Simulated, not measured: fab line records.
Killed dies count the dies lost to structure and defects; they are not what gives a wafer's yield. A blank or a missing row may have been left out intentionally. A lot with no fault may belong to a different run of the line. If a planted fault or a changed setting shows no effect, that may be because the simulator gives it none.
Comparing a struck lot with a sound one || flow nand-harc || 39 steps out of a route of 1302
Sound: wafers L415.4, L415.5, L415.6. Struck: wafer L426.6 (L426.1, L426.3, from the same lot, were not struck and are left out); the cause is given at the end.
At each step with rows: each side's tool, then ch and its chambers, then its first start. Under that, the readings that differ: sound wafers || struck wafers || difference of the means || sigmas: that difference in standard deviations of wafers without a fault.
alike: same words and numbers on both sides, and readings whose means sit less than 2 such deviations apart. not compared: any withheld reading, any reading some wafer has no value for, any bound like >300 that may hide the same value, and any number with overlapping values for which the record gives no deviation.
A row with sigmas, a row that says differs or no value, or rows on one side alone: a step with any of these is where the two part. Numbers that don't overlap but have no deviation are shown without sigmas and don't part them. Lack of a reading on every wafer of one side parts them only where that side has two or more wafers.

first, 1 step without rows for these wafers: NHARC_A_STAIRCASE_HARDBAKE_185 (time 140 s).
NHARC_A_STAIRCASE_DESCUM_186: chemistry O2, time 3 s.
  sound on rie-diel-09 ch 0,3, day 18 05:27; struck on rie-diel-04 ch 3, day 22 15:09
  alike: drypump-motor-current-A, oes-product-au, rf-vpp-V, showerhead-plenum-p-Torr, throttle-valve-pct
  not compared: rf-hours-counter-h
then, 2 steps without rows for these wafers: NHARC_A_STAIRCASE_TRIM_187 (chemistry O2, time 211.2 s); NHARC_A_STAIRCASE_ETCH_188 (etches the open film in C4F8/O2, target depth 100 nm, time 40.5 s).
NHARC_A_STAIRCASE_TRIM_189: chemistry O2, time 211.2 s.
  sound on rie-diel-09 ch 0,2,3; struck on rie-diel-04 ch 3
  alike: drypump-motor-current-A, oes-product-au, rf-vpp-V, showerhead-plenum-p-Torr, throttle-valve-pct
  not compared: rf-hours-counter-h
then, 1 step without rows for these wafers: NHARC_A_STAIRCASE_ETCH_190 (etches the open film in C4F8/O2, target depth 100 nm, time 40.5 s).
NHARC_A_STAIRCASE_TRIM_191: chemistry O2, time 211.2 s.
  sound on rie-diel-09 ch 0,2,3; struck on rie-diel-04 ch 3
  alike: drypump-motor-current-A, oes-product-au, rf-vpp-V, showerhead-plenum-p-Torr, throttle-valve-pct
  not compared: rf-hours-counter-h
then, 1 step without rows for these wafers: NHARC_A_STAIRCASE_ETCH_192 (etches the open film in C4F8/O2, target depth 100 nm, time 40.5 s).
NHARC_A_STAIRCASE_TRIM_193: chemistry O2, time 211.2 s.
  sound on rie-diel-09 ch 0,3; struck on rie-diel-04 ch 1
{"reading": "throttle-valve-pct (%)", "sound": "17.034 17.045 17.049", "struck": 17.024, "difference": -0.019, "sigmas": -2}
  alike: drypump-motor-current-A, oes-product-au, rf-vpp-V, showerhead-plenum-p-Torr
  not compared: rf-hours-counter-h
then, 1 step without rows for these wafers: NHARC_A_STAIRCASE_ETCH_194 (etches the open film in C4F8/O2, target depth 100 nm, time 40.5 s).
NHARC_A_STAIRCASE_TRIM_196: chemistry O2, time 211.2 s.
  sound on rie-diel-09 ch 0,2,3, day 18 06:44; struck on rie-diel-09 ch 0, day 22 16:17
  alike: drypump-motor-current-A, oes-product-au, rf-vpp-V, showerhead-plenum-p-Torr, throttle-valve-pct
  not compared: rf-hours-counter-h
NHARC_A_STAIRCASE_ETCH_197: etches the open film in C4F8/O2, target depth 100 nm, time 40.5 s.
  sound on rie-diel-09 ch 0,3; struck on rie-diel-09 ch 1
  alike: oes-product-au, rf-vpp-V
  not compared: rf-hours-counter-h
then, 26 steps without rows for these wafers: NHARC_A_STAIRCASE_TRIM_198 (chemistry O2, time 211.2 s); NHARC_A_STAIRCASE_ETCH_199 (etches the open film in C4F8/O2, target depth 100 nm, time 40.5 s); NHARC_A_STAIRCASE_TRIM_200 (chemistry O2, time 211.2 s); NHARC_A_STAIRCASE_ETCH_201 (etches the open film in C4F8/O2, target depth 100 nm, time 40.5 s); NHARC_A_STAIRCASE_TRIM_202 (chemistry O2, time 211.2 s); NHARC_A_STAIRCASE_ETCH_203 (etches the open film in C4F8/O2, target depth 100 nm, time 40.5 s); NHARC_A_STAIRCASE_STRIP_205 (strips in O2); NHARC_A_STAIRCASE_STRIP_206 (strips in SPM, time 900 s); NHARC_A_STAIRCASE_PRECLEAN_207 (cleans in SC1); NHARC_A_STAIRCASE_SRD_208; NHARC_A_STAIRCASE_DEHYDRATE_209 (time 120 s); NHARC_A_STAIRCASE_HMDS_210 (time 30 s); NHARC_A_STAIRCASE_COAT_211; NHARC_A_STAIRCASE_SOFTBAKE_212 (time 170 s); NHARC_A_STAIRCASE_EBR_213; NHARC_A_STAIRCASE_EXPOSE_214 (exposes mask STAIR 3); NHARC_A_STAIRCASE_PEB_215 (peb time 130 s); NHARC_A_STAIRCASE_DEVELOP_216 (time 140 s); NHARC_A_STAIRCASE_HARDBAKE_218 (time 140 s); NHARC_A_STAIRCASE_DESCUM_219 (chemistry O2, time 3 s); NHARC_A_STAIRCASE_TRIM_220 (chemistry O2, time 211.2 s); NHARC_A_STAIRCASE_ETCH_221 (etches the open film in C4F8/O2, target depth 100 nm, time 40.5 s); NHARC_A_STAIRCASE_TRIM_222 (chemistry O2, time 211.2 s); NHARC_A_STAIRCASE_ETCH_223 (etches the open film in C4F8/O2, target depth 100 nm, time 40.5 s); NHARC_A_STAIRCASE_TRIM_224 (chemistry O2, time 211.2 s); NHARC_A_STAIRCASE_ETCH_225 (etches the open film in C4F8/O2, target depth 100 nm, time 40.5 s).
-- the record jumps here: 9 days lie between the struck wafers' starts before and after (it left off in module A_STAIRCASE and takes up again in module END, whose first step shown is number 1302 of the route) --
NHARC_END_SORT_01:
  sound on prober-01 ch 0, day 27 09:56; struck on prober-01 ch 0, day 31 09:01
{"reading": "killed-at-array", "sound": "54 58 67", "struck": 126, "difference": "+66", "sigmas": "+3"}
{"reading": "killed-dies", "sound": "59 59 71", "struck": 128, "difference": "+65", "sigmas": "+3"}
  alike: killed-at-other, killed-at-periphery, killed-open, killed-short

WHERE THEY PART
First at NHARC_A_STAIRCASE_TRIM_193; last, within this record, at NHARC_END_SORT_01.

WHY: what the simulator had put in
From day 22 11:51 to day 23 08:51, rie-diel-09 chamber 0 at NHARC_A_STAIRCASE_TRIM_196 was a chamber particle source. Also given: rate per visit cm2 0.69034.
